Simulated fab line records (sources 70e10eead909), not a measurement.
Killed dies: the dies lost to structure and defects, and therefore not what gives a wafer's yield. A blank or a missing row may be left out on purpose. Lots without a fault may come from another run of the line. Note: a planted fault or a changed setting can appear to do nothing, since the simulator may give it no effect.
fab line records	flow nandHarc
record: lots: 7	wafers: 21	lastDay: 33
route steps=1302 shown P_CONTACT@234 END@1302
lots that met no fault: from a run of the same line without faults
startH: hours from the record's opening day to when the first of the lot's shown wafers began	waitH: hours from the lot's prior step to this one	" same as the row above	L1.1+2: several wafers, shown together as one row	- value missing, or start not given	* or withheld: withheld	< > ~ a bound
route shown NAME@n: a module of which the file shows steps, and the number in the route of the first	usual: mean/standard deviation taken from wafers without a fault	same: alike in all rows	chamber/n: place in a boat	sites: each site's reading	_std_site: standard deviation across them	_edge_site: outer sites' mean less inner sites'	radiusMm: how far each site lies from the wafer's centre	mask NAME#n: copy n	behind: tool/chamber where the wafer was last shaped	hold: reason for holding the lot/hours on hold/outcome of the hold	device: which transistor (n, p or np) failed to switch	end of line: at the end of the route, the tests of the same wafers	a step with no rows: only its recipe	killed: dies that structure and defects cost at the first sort, which is not the same as the wafer's yield	map: per-die view of a wafer (x killed, . not killed, _ where there is no die)
set.NAME: the setting that was run; set.NAME@STEP: the one run at that earlier step	model.NAME: the simulator's own value behind a step, which no gauge read
a table for each step, a row for each wafer; lots at some steps of the route
services: the hour from which a tool's chamber was out of use, counted from the record's first day as startH (under 0 if before that day), plus the number of hours and why
== steps ==
step: NHARC_P_CONTACT_INSPECT_14
usual: rawDefectCount: 4.4/2.6
lot.wafer	tool	chamber	startH	waitH	rawDefectCount
L333.1	defectInspect-01	-	174.36	0.0	7
L333.3	"	-	"	"	6
L333.5	"	-	"	"	5
L335.2	defectInspect-01	-	195.13	0.0	4
L335.3	"	-	"	"	4
L335.5	"	-	"	"	2
L338.1	defectInspect-01	-	219.40	0.0	1
L338.2	"	-	"	"	2
L338.6	"	-	"	"	2
L339.3	defectInspect-02	-	225.50	0.0	3
L339.4	"	-	"	"	4
L339.5	"	-	"	"	1
L340.1	defectInspect-01	-	233.18	0.0	7
L340.4	"	-	"	"	4
L340.6	"	-	"	"	6
L341.1	defectInspect-02	-	262.16	0.0	4
L341.2	"	-	"	"	4
L341.4	"	-	"	"	2
L350.1	defectInspect-02	-	336.01	0.0	4
L350.4	"	-	"	"	6
L350.6	"	-	"	"	8
step: NHARC_P_CONTACT_DESCUM_17
recipe: timeS: 3	o2FlowSccm: 200	arFlowSccm: 0	biasPowerW: 0	chemistry: O2
usual: drypumpMotorCurrentA: 5.52/0.26	oesProductAu: 1.000/0.011	rfVppV: 57.9/0.98	showerheadPlenumPTorr: 1.93/0.092	throttleValvePct: 11.312/0.0087
lot.wafer	tool	chamber	startH	waitH	drypumpMotorCurrentA	oesProductAu	rfHoursCounterH	rfVppV	showerheadPlenumPTorr	throttleValvePct
L333.1	rieDiel-12	3	174.43	0.1	5.72	0.996	2.0	58.4	1.96	11.331
L333.3	"	0	"	"	5.50	1.007	1.0	58.0	1.85	11.299
L333.5	"	1	"	"	5.69	0.987	-	55.7	1.88	11.320
L335.3	rieDiel-12	1	195.19	0.1	5.64	0.980	3.0	57.5	1.88	11.313
L335.2	"	0	"	"	5.48	1.006	1.8	58.3	1.85	11.321
L335.5	"	1	"	"	5.63	0.985	-	56.8	1.88	11.309
L338.2	rieDiel-08	3	219.48	0.1	4.96	1.006	0.8	58.5	1.89	11.311
L338.1	"	0	"	"	5.51	1.012	0.9	55.6	1.84	11.303
L338.6	"	2	"	"	5.51	1.014	-	57.5	2.05	11.321
L339.4	rieDiel-08	2	225.57	0.1	5.46	1.002	1.4	58.6	2.05	11.309
L339.3	"	3	"	"	4.91	1.001	1.3	58.6	1.89	11.309
L339.5	"	2	"	"	5.46	1.005	-	58.8	2.06	11.305
L340.4	rieDiel-12	0	233.25	0.1	5.49	0.993	3.0	58.0	1.85	11.314
L340.1	"	1	"	"	5.69	0.986	4.2	58.5	1.88	11.311
L340.6	"	3	"	"	5.74	1.002	-	57.8	1.96	11.306
L341.2	rieDiel-08	2	262.22	0.1	5.45	1.011	3.1	58.5	2.05	11.304
L341.4	"	3	"	"	4.96	1.008	2.9	58.9	1.89	11.305
L341.1	"	0	"	"	5.51	1.022	3.5	57.8	1.84	11.321
L350.4	rieDiel-10	2	336.07	0.1	4.98	0.996	2.9	58.3	1.94	11.304
L350.1	"	3	"	"	5.56	1.012	0.9	58.5	1.82	11.316
L350.6	"	2	"	"	4.99	0.999	-	57.6	1.94	11.297
step: NHARC_P_CONTACT_ETCH_35
recipe: targetDepthA: 390	overEtchFrac: 0.3	timeS: 65	ionEnergyEv: 80	cf4FlowSccm: 150	arFlowSccm: 0	rfW: 300	biasW: 100	chemistry: CF4
usual: drypumpMotorCurrentA: 5.53/0.26	oesProductAu: 1.000/0.012	rfVppV: 151.4/1.4	showerheadPlenumPTorr: 1.78/0.079	throttleValvePct: 13.284/0.0093
lot.wafer	tool	chamber	startH	waitH	drypumpMotorCurrentA	oesProductAu	rfHoursCounterH	rfVppV	showerheadPlenumPTorr	throttleValvePct
L333.1	rieDiel-12	2	174.50	0.1	5.74	1.003	2.0	150.0	1.67	13.298
L333.3	"	0	"	"	5.49	0.999	1.0	150.0	1.72	13.295
L333.5	"	2	"	"	5.72	0.999	-	148.7	1.67	13.278
L335.2	rieDiel-12	2	195.28	0.1	5.71	0.992	2.7	148.9	1.67	13.284
L335.3	"	1	"	"	5.65	0.982	3.0	151.9	1.74	13.271
L335.5	"	3	"	"	5.73	0.999	-	151.8	1.81	13.281
L338.1	rieDiel-08	1	219.55	0.1	5.81	1.011	1.1	152.6	1.89	13.282
L338.2	"	2	"	"	5.50	1.003	1.0	152.6	1.89	13.279
L338.6	"	1	"	"	5.81	1.005	-	152.1	1.89	13.280
L339.4	rieDiel-08	2	225.64	0.1	5.44	1.008	1.4	153.3	1.89	13.279
L339.3	"	0	"	"	5.51	1.011	1.4	151.2	1.71	13.286
L339.5	"	3	"	"	5.00	0.995	-	151.6	1.75	13.298
L340.4	rieDiel-12	3	233.34	0.1	5.73	0.978	4.0	152.7	1.81	13.299
L340.1	"	0	"	"	5.48	0.990	3.0	150.3	1.72	13.286
L340.6	"	1	"	"	5.68	0.974	-	148.0	1.74	13.279
L341.4	rieDiel-08	1	262.30	0.1	5.81	1.007	3.7	152.5	1.89	13.290
L341.1	"	2	"	"	5.45	1.012	3.1	153.6	1.89	13.290
L341.2	"	0	"	"	5.52	1.016	3.5	149.9	1.71	13.282
L350.1	rieDiel-10	1	336.16	0.1	5.53	1.016	2.9	153.2	1.88	13.295
L350.4	"	2	"	"	5.00	0.997	3.0	151.3	1.79	13.260
L350.6	"	1	"	"	5.54	1.026	-	152.2	1.88	13.285
step: NHARC_P_CONTACT_ETCH_36
recipe: targetDepthA: 2600	overEtchFrac: 0.25	timeS: 406.25	ionEnergyEv: 200	n2FlowSccm: 150	h2FlowSccm: 150	arFlowSccm: 0	rfW: 400	biasW: 150	chemistry: N2/H2
usual: drypumpMotorCurrentA: 5.52/0.26	oesProductAu: 0.998/0.012	rfVppV: 430.8/2.9	showerheadPlenumPTorr: 2.05/0.099	throttleValvePct: 14.172/0.0096
lot.wafer	tool	chamber	startH	waitH	drypumpMotorCurrentA	oesProductAu	rfHoursCounterH	rfVppV	showerheadPlenumPTorr	throttleValvePct
L333.3	rieDiel-12	1	-	-	5.67	0.979	2.2	430.2	2.00	14.163
L333.1	"	3	"	"	5.76	1.000	2.1	432.9	2.09	14.177
L333.5	"	0	"	"	5.50	0.992	-	427.1	1.97	14.165
L335.3	rieDiel-12	1	-	-	5.67	0.994	3.0	429.6	2.00	14.160
L335.2	"	0	"	"	5.49	1.006	1.8	428.3	1.97	14.175
L335.5	"	2	"	"	5.68	0.986	-	427.3	1.91	14.182
L338.2	rieDiel-08	0	-	-	5.50	1.006	1.0	428.9	1.96	14.178
L338.1	"	1	"	"	5.82	1.001	1.1	435.0	2.20	14.160
L338.6	"	2	"	"	5.46	1.006	-	435.3	2.19	14.178
L339.4	rieDiel-08	1	-	-	5.81	1.008	1.6	435.2	2.20	14.172
L339.3	"	3	"	"	4.93	1.006	1.4	431.2	2.02	14.184
L339.5	"	0	"	"	5.50	1.004	-	427.0	1.96	14.168
L340.1	rieDiel-12	0	-	-	5.50	0.995	3.1	427.2	1.97	14.167
L340.4	"	1	"	"	5.66	0.980	4.3	430.4	2.00	14.173
L340.6	"	3	"	"	5.70	0.983	-	433.3	2.09	14.175
L341.1	rieDiel-08	3	-	-	4.95	1.013	2.9	429.5	2.02	14.171
L341.2	"	0	"	"	5.52	1.014	3.5	429.0	1.96	14.170
L341.4	"	2	"	"	5.47	1.008	3.2	434.9	2.19	14.156
L350.1	rieDiel-10	3	-	-	5.57	1.004	1.0	428.2	1.94	14.183
L350.4	"	1	"	"	5.53	1.011	3.0	433.2	2.18	14.175
L350.6	"	3	"	"	5.56	1.005	-	427.2	1.94	14.166
step: NHARC_P_CONTACT_ETCH_18
recipe: targetDepthA: 4810	timeS: 240.5	c4f8FlowSccm: 20	o2FlowSccm: 10	arFlowSccm: withheld	rfW: 600	biasW: 1500	chemistry: C4F8/O2/Ar
step: NHARC_P_CONTACT_STRIP_37
recipe: c4f8FlowSccm: withheld	o2FlowSccm: 8	arFlowSccm: withheld	biasW: 0	chemistry: C4F8/O2/Ar
step: NHARC_P_CONTACT_ETCH_31
recipe: targetDepthA: 300	timeS: 85.7	ionEnergyEv: 120	overEtchFrac: 1	ch3fFlowSccm: 50	o2FlowSccm: 30	arFlowSccm: 200	rfW: 500	biasW: 100	chemistry: CH3F/O2
usual: drypumpMotorCurrentA: 5.51/0.27	oesProductAu: 0.973/0.018	rfVppV: 244.5/1.6	showerheadPlenumPTorr: 2.47/0.11	throttleValvePct: 20.664/0.009
lot.wafer	tool	chamber	startH	waitH	drypumpMotorCurrentA	oesProductAu	rfHoursCounterH	rfVppV	showerheadPlenumPTorr	throttleValvePct
L333.1	rieDiel-12	1	-	-	5.66	0.948	2.5	244.4	2.42	20.650
L333.3	"	3	"	"	5.74	0.961	2.3	244.9	2.51	20.664
L333.5	"	1	"	"	5.67	0.946	-	242.3	2.42	20.673
L335.3	rieDiel-12	2	-	-	5.72	0.978	3.1	242.7	2.31	20.655
L335.2	"	1	"	"	5.70	0.963	3.3	245.5	2.42	20.656
L335.5	"	2	"	"	5.68	0.980	-	242.5	2.31	20.667
L338.1	rieDiel-08	3	-	-	4.96	0.986	1.2	244.7	2.43	20.672
L338.2	"	0	"	"	5.51	0.996	1.2	241.6	2.37	20.658
L338.6	"	3	"	"	4.96	0.991	-	244.6	2.43	20.671
L339.4	rieDiel-08	3	-	-	4.99	0.957	1.5	244.2	2.43	20.658
L339.3	"	2	"	"	5.49	0.973	1.7	247.4	2.63	20.668
L339.5	"	3	"	"	4.99	0.951	-	244.6	2.43	20.656
L340.4	rieDiel-12	1	-	-	5.68	0.975	4.5	243.0	2.42	20.657
L340.1	"	2	"	"	5.71	0.974	4.2	242.1	2.31	20.658
L340.6	"	3	"	"	5.72	0.965	-	245.1	2.51	20.662
L341.4	rieDiel-08	0	-	-	5.50	0.999	3.9	243.8	2.37	20.651
L341.2	"	1	"	"	5.80	0.985	4.0	246.9	2.64	20.660
L341.1	"	2	"	"	5.47	0.989	3.3	246.8	2.63	20.665
L350.4	rieDiel-10	0	-	-	5.69	0.971	3.2	246.8	2.60	20.670
L350.1	"	2	"	"	5.00	0.960	3.3	245.3	2.49	20.665
L350.6	"	0	"	"	5.69	0.972	-	247.3	2.60	20.682
step: NHARC_P_CONTACT_CD_MEAS_19
usual: cdNm: 90.4/1.9
lot.wafer	tool	chamber	startH	waitH	cdNm
L333.1	cdSem-01	-	175.29	-	90.0
L333.3	"	-	"	"	90.1
L333.5	"	-	"	"	92.7
L335.2	cdSem-03	-	196.06	-	91.5
L335.3	"	-	"	"	90.9
L335.5	"	-	"	"	88.2
L338.1	cdSem-01	-	220.34	-	88.5
L338.2	"	-	"	"	93.6
L338.6	"	-	"	"	91.0
L339.3	cdSem-01	-	226.43	-	89.8
L339.4	"	-	"	"	89.7
L339.5	"	-	"	"	90.3
L340.1	cdSem-02	-	234.11	-	92.1
L340.4	"	-	"	"	91.6
L340.6	"	-	"	"	91.0
L341.1	cdSem-03	-	263.09	-	90.7
L341.2	"	-	"	"	88.9
L341.4	"	-	"	"	90.2
L350.1	cdSem-02	-	336.94	-	89.8
L350.4	"	-	"	"	90.3
L350.6	"	-	"	"	87.4
step: NHARC_P_CONTACT_STRIP_28
recipe: o2FlowSccm: 500	arFlowSccm: 0	biasW: 0	chemistry: O2
usual: drypumpMotorCurrentA: 5.52/0.27	oesProductAu: 1.002/0.011	rfVppV: 57.9/0.9	showerheadPlenumPTorr: 3.58/0.16	throttleValvePct: 17.036/0.0096
lot.wafer	tool	chamber	startH	waitH	drypumpMotorCurrentA	oesProductAu	rfHoursCounterH	rfVppV	showerheadPlenumPTorr	throttleValvePct
L333.3	rieDiel-10	0	175.38	0.1	5.73	0.978	2.1	57.7	3.73	17.046
L333.1	"	1	"	"	5.54	0.994	2.1	56.7	3.75	17.037
L333.5	"	0	"	"	5.71	0.984	-	58.6	3.73	17.046
L335.3	rieDiel-12	3	196.14	0.1	5.78	0.986	3.1	57.1	3.60	17.042
L335.2	"	1	"	"	5.69	0.988	3.3	58.0	3.47	17.029
L335.5	"	0	"	"	5.49	0.999	-	57.7	3.43	17.044
L338.1	rieDiel-10	3	220.41	0.1	5.59	1.015	3.9	57.3	3.37	17.029
L338.2	"	1	"	"	5.53	1.006	3.9	58.5	3.75	17.030
L338.6	"	0	"	"	5.70	0.986	-	58.0	3.73	17.024
L339.4	rieDiel-12	3	226.50	0.1	5.74	0.992	3.9	58.6	3.60	17.024
L339.3	"	0	"	"	5.50	0.999	2.9	57.2	3.43	17.030
L339.5	"	3	"	"	5.76	0.995	-	57.2	3.60	17.013
L340.1	rieDiel-08	2	234.22	0.1	5.48	1.011	1.7	58.4	3.77	17.027
L340.4	"	3	"	"	4.96	0.996	1.6	57.2	3.49	17.043
L340.6	"	1	"	"	5.80	0.993	-	58.1	3.78	17.040
L341.1	rieDiel-08	1	263.16	0.1	5.80	1.008	4.0	57.7	3.78	17.037
L341.4	"	3	"	"	4.97	1.002	3.2	59.1	3.49	17.043
L341.2	"	0	"	"	5.50	1.011	3.9	57.7	3.40	17.048
L350.4	rieDiel-10	3	337.02	0.1	5.58	1.013	1.3	57.4	3.37	17.045
L350.1	"	2	"	"	5.03	0.988	3.3	57.3	3.57	17.053
L350.6	"	3	"	"	5.58	1.012	-	57.6	3.37	17.028
step: NHARC_P_CONTACT_STRIP_29
recipe: timeS: 1200	tempC: 72.5	chemistry: postEtchResidueRemover
step: NHARC_P_CONTACT_DEGAS_38
recipe: tempC: 300	timeS: 60
step: NHARC_P_CONTACT_PRE_CLEAN_39
recipe: timeS: 19.5	biasV: 250	gas: Ar
step: NHARC_P_CONTACT_PVD_32
recipe: targetThkA: 50	chamberPressurePa: 5	powerW: 5000	substrateTempC: 200	timeS: 17.7	material: Ti
usual: throttleValvePct: 29.9/0.88
lot.wafer	tool	chamber	startH	waitH	throttleValvePct
L333.3	pvdSputter-01	-	176.13	-	30.6
L333.1	"	-	"	"	29.5
L333.5	"	-	"	"	31.0
L335.2	pvdSputter-01	-	196.91	-	30.7
L335.3	"	-	"	"	29.2
L335.5	"	-	"	"	30.5
L338.1	pvdSputter-03	-	221.17	-	28.9
L338.2	"	-	"	"	29.9
L338.6	"	-	"	"	29.8
L339.3	pvdSputter-03	-	227.29	-	30.2
L339.4	"	-	"	"	30.8
L339.5	"	-	"	"	30.0
L339.3	pvdSputter-03	-	227.55	-	30.0
L339.4	"	-	"	"	30.9
L339.5	"	-	"	"	30.1
L340.4	pvdSputter-02	-	234.98	-	31.3
L340.1	"	-	"	"	29.4
L340.6	"	-	"	"	27.9
L341.2	pvdSputter-03	-	263.92	-	30.8
L341.1	"	-	"	"	29.1
L341.4	"	-	"	"	28.5
L341.2	pvdSputter-03	-	264.18	-	30.7
L341.1	"	-	"	"	29.5
L341.4	"	-	"	"	28.8
L350.4	pvdSputter-01	-	337.78	-	29.0
L350.1	"	-	"	"	31.2
L350.6	"	-	"	"	29.0
L350.4	pvdSputter-01	-	338.04	-	29.0
L350.1	"	-	"	"	31.0
L350.6	"	-	"	"	29.3
step: NHARC_P_CONTACT_ALD_22
recipe: targetThkA: 30	pulseTimeS: 1	aldCycles: 150	tempC: 450	material: TiN
step: NHARC_END_SORT_01
recipe: tempC: 25
usual: killedAtArray: 53/19	killedAtOther: 0.7/1.1	killedAtPeriphery: 4.2/2.7	killedDies: 58/18	killedOpen: 3.1/1.9	killedShort: 2.5/1.6
same: grossDies: 677
lot.wafer	tool	chamber	startH	waitH	killedAtArray	killedAtOther	killedAtPeriphery	killedDies	killedOpen	killedShort
L333.1	prober-02	0	596.30	2.5	36	1	7	44	3	1
L333.3	prober-02	0	597.92	3.1	35	2	3	40	3	1
L333.5	prober-02	0	599.53	3.7	51	1	2	54	4	3
L335.2	prober-01	0	637.13	2.8	72	1	3	76	4	3
L335.3	prober-01	0	637.93	3.1	63	0	1	64	2	0
L335.5	prober-01	0	639.51	3.7	66	0	2	68	3	2
L338.1	prober-02	0	662.46	2.5	44	1	7	52	2	1
L338.2	prober-02	0	663.26	2.8	55	4	5	64	5	3
L338.6	prober-02	0	666.44	4.0	36	0	7	43	2	3
L340.1	prober-01	0	662.49	2.5	91	0	6	97	2	2
L340.4	prober-01	0	664.89	3.4	79	1	5	85	3	4
L340.6	prober-01	0	666.50	4.0	81	0	8	89	3	1
L341.1	prober-01	0	728.35	2.5	47	0	4	51	5	3
L341.2	prober-01	0	729.15	2.8	46	2	3	51	3	2
L341.4	prober-01	0	730.75	3.4	43	0	5	48	4	2
L350.1	prober-01	0	779.00	2.5	48	0	5	53	8	6
L350.4	prober-01	0	781.36	3.3	42	3	3	48	4	1
L350.6	prober-01	0	782.93	3.9	40	4	6	50	1	7
killed by level:class
L333.1 A_CONTACT:chamberFilmFlake=13 A_CHANNEL_HOLE_D1:chamberFilmFlake=10 A_CHANNEL_HOLE_D2:chamberFilmFlake=6 A_STAIRCASE:chamberFilmFlake=4 P_CONTACT:geometricParticle:open=2 P_STI:chamberFilmFlake=2 A_CHANNEL_FILL_D1:chamberFilmFlake=2 P_M0:geometricParticle:short=1
L333.3 A_CONTACT:chamberFilmFlake=11 A_CHANNEL_HOLE_D1:chamberFilmFlake=8 A_CHANNEL_HOLE_D2:chamberFilmFlake=7 A_CHANNEL_FILL_D1:chamberFilmFlake=3 P_GATE:chamberFilmFlake=2 A_STAIRCASE:chamberFilmFlake=2 THIN_TSV:chamberFilmFlake=2 P_M0:geometricParticle:open=1
L333.5 A_CONTACT:chamberFilmFlake=15 A_CHANNEL_HOLE_D2:chamberFilmFlake=14 A_CHANNEL_HOLE_D1:chamberFilmFlake=9 A_STAIRCASE:chamberFilmFlake=3 A_CHANNEL_FILL_D2:geometricParticle:open=2 A_WL_FILL:geometricParticle:short=2 A_SLIT:chamberFilmFlake=2 P_M0:geometricParticle:open=1
L335.2 A_CHANNEL_HOLE_D2:chamberFilmFlake=31 A_SLIT:chamberFilmFlake=25 A_STAIRCASE:chamberFilmFlake=3 A_CONTACT:chamberFilmFlake=3 A_BLC:geometricParticle:open=2 P_STI:chamberFilmFlake=2 A_CHANNEL_HOLE_D1:chamberFilmFlake=2 A_BLC:chamberFilmFlake=2
L335.3 A_CHANNEL_HOLE_D2:chamberFilmFlake=31 A_SLIT:chamberFilmFlake=26 A_CONTACT:chamberFilmFlake=4 P_CONTACT:geometricParticle:open=1 A_BLC:geometricParticle:open=1 A_CHANNEL_HOLE_D1:chamberFilmFlake=1
L335.5 A_SLIT:chamberFilmFlake=30 A_CHANNEL_HOLE_D2:chamberFilmFlake=19 A_CHANNEL_HOLE_D1:chamberFilmFlake=4 A_CONTACT:chamberFilmFlake=4 A_ONON_D1:geometricParticle:open=2 A_STAIRCASE:chamberFilmFlake=2 A_BLC:chamberFilmFlake=2 A_ONON_D1:geometricParticle:short=1
L338.1 A_CHANNEL_HOLE_D1:chamberFilmFlake=18 P_M1:chamberFilmFlake=7 A_CONTACT:chamberFilmFlake=7 A_STAIRCASE:chamberFilmFlake=7 A_BONDPAD:chamberFilmFlake=4 A_SLIT:chamberFilmFlake=3 A_DECK1_JOINT:chamberFilmFlake=2 A_CHANNEL_HOLE_D1:geometricParticle:open=1
L340.1 A_SLIT:chamberFilmFlake=35 A_CHANNEL_HOLE_D1:chamberFilmFlake=31 A_CHANNEL_HOLE_D2:chamberFilmFlake=15 P_ZERO_WELL:chamberFilmFlake=3 A_CHANNEL_FILL_D1:geometricParticle:open=2 P_STI:chamberFilmFlake=2 A_CONTACT:chamberFilmFlake=2 A_BONDPAD:chamberFilmFlake=2
L338.2 A_CHANNEL_HOLE_D1:chamberFilmFlake=29 A_STAIRCASE:chamberFilmFlake=6 A_CONTACT:chamberFilmFlake=4 P_M1:chamberFilmFlake=3 A_SLIT:chamberFilmFlake=3 A_BONDPAD:chamberFilmFlake=3 THIN_TSV:chamberFilmFlake=3 P_M2:geometricParticle:open=1
L340.4 A_CHANNEL_HOLE_D1:chamberFilmFlake=30 A_SLIT:chamberFilmFlake=21 A_CHANNEL_HOLE_D2:chamberFilmFlake=10 A_BONDPAD:chamberFilmFlake=5 A_CONTACT:chamberFilmFlake=4 P_ZERO_WELL:chamberFilmFlake=2 P_BONDPAD:chamberFilmFlake=2 P_CONTACT:geometricParticle:short=1
L338.6 A_CHANNEL_HOLE_D1:chamberFilmFlake=17 P_M1:chamberFilmFlake=6 A_CONTACT:chamberFilmFlake=5 A_BONDPAD:chamberFilmFlake=4 A_STAIRCASE:chamberFilmFlake=3 A_WL_FILL:geometricParticle:short=2 A_DECK1_JOINT:geometricParticle:open=1 A_STAIRCASE:geometricParticle:short=1
L340.6 A_CHANNEL_HOLE_D1:chamberFilmFlake=34 A_SLIT:chamberFilmFlake=17 A_CHANNEL_HOLE_D2:chamberFilmFlake=14 A_BONDPAD:chamberFilmFlake=6 A_CONTACT:chamberFilmFlake=5 P_ZERO_WELL:chamberFilmFlake=4 A_CHANNEL_FILL_D2:chamberFilmFlake=2 P_CONTACT:geometricParticle:open=1
L341.1 A_CHANNEL_HOLE_D2:chamberFilmFlake=24 A_CHANNEL_HOLE_D1:chamberFilmFlake=6 A_SLIT:chamberFilmFlake=3 A_WL_FILL:geometricParticle:short=2 A_DECK1_JOINT:chamberFilmFlake=2 A_CONTACT:chamberFilmFlake=2 P_CONTACT:geometricParticle:short=1 P_CONTACT:geometricParticle:open=1
L341.2 A_CHANNEL_HOLE_D2:chamberFilmFlake=18 A_CHANNEL_HOLE_D1:chamberFilmFlake=12 A_CONTACT:chamberFilmFlake=3 A_M0:chamberFilmFlake=3 A_ZERO_WELL:chamberFilmFlake=2 A_DECK1_JOINT:chamberFilmFlake=2 A_SLIT:chamberFilmFlake=2 THIN_TSV:chamberFilmFlake=2
L341.4 A_CHANNEL_HOLE_D2:chamberFilmFlake=13 A_CHANNEL_HOLE_D1:chamberFilmFlake=10 A_ZERO_WELL:chamberFilmFlake=6 A_CONTACT:chamberFilmFlake=3 P_M0:geometricParticle:open=2 P_STI:chamberFilmFlake=2 A_STAIRCASE:chamberFilmFlake=2 A_SLIT:chamberFilmFlake=2
L350.1 A_CHANNEL_HOLE_D2:chamberFilmFlake=23 A_SLIT:chamberFilmFlake=6 A_CONTACT:chamberFilmFlake=4 A_CHANNEL_FILL_D2:geometricParticle:open=2 A_BLC:geometricParticle:open=2 P_GATE:geometricParticle:open=1 P_M1:geometricParticle:open=1 P_M2:geometricParticle:open=1
L350.4 A_CHANNEL_HOLE_D2:chamberFilmFlake=22 A_SLIT:chamberFilmFlake=9 A_CONTACT:chamberFilmFlake=4 A_CHANNEL_HOLE_D1:chamberFilmFlake=3 A_STAIRCASE:chamberFilmFlake=2 THIN_TSV:chamberFilmFlake=2 P_CONTACT:geometricParticle:open=1 P_M0:geometricParticle:open=1
L350.6 A_CHANNEL_HOLE_D2:chamberFilmFlake=23 A_CONTACT:chamberFilmFlake=5 THIN_TSV:chamberFilmFlake=4 A_SLIT:chamberFilmFlake=4 P_GATE:chamberFilmFlake=3 A_ONON_D2:geometricParticle:short=2 A_CHANNEL_FILL_D2:geometricParticle:short=2 P_ZERO_WELL:chamberFilmFlake=2
== services ==
tool	chamber	startH	hours	kind
pvdSputter-02	-	154.95	3.2	repair
rieDiel-12	-	162.65	0.6	repair
pvdSputter-03	-	170.00	10.0	pm
rieDiel-08	0	170.26	-	clean
rieDiel-08	1	170.26	-	clean
rieDiel-08	2	170.26	-	clean
rieDiel-08	3	170.26	-	clean
rieDiel-12	0	173.90	-	clean
rieDiel-12	1	173.90	-	clean
rieDiel-12	2	173.90	-	clean
rieDiel-12	3	173.90	-	clean
rieDiel-08	-	191.12	9.0	pm
rieDiel-08	0	191.12	9.0	ventCycle
rieDiel-08	1	191.12	9.0	ventCycle
rieDiel-08	2	191.12	9.0	ventCycle
pvdSputter-03	-	203.14	1.0	repair
pvdSputter-01	-	226.00	10.0	pm
rieDiel-10	-	242.51	9.0	pm
pvdSputter-02	-	263.14	1.9	repair
rieDiel-12	-	268.40	9.0	pm
rieDiel-10	3	281.25	22.6	repair
pvdSputter-02	-	282.04	10.0	pm
pvdSputter-01	-	295.80	4.4	repair
rieDiel-08	-	328.04	0.8	repair
== key ==
firstSign: step: NHARC_P_CONTACT_PVD_32	reading: visit	direction: added
effect none on later readings
metAt NHARC_P_CONTACT_PVD_32
struckWafers L339.3,L339.4,L339.5,L341.1,L341.2,L341.4,L350.1,L350.4,L350.6
testerLeftOut L339,L341,L350
fault: kind: repeatedStepWhole	tool: pvdSputter-01,pvdSputter-02,pvdSputter-03	chamber: -	onsetH: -	steps: NHARC_P_CONTACT_PVD_32	times: 1	scope: struckLotsOnly
testerLeftOut: of these lots the tester's yield and bins aren't shown, on N5 and GAA mostly nor the transistor test; their killed dies are dies lost to structure and defects alone, not to doping, threshold or leakage, so they don't give the yield
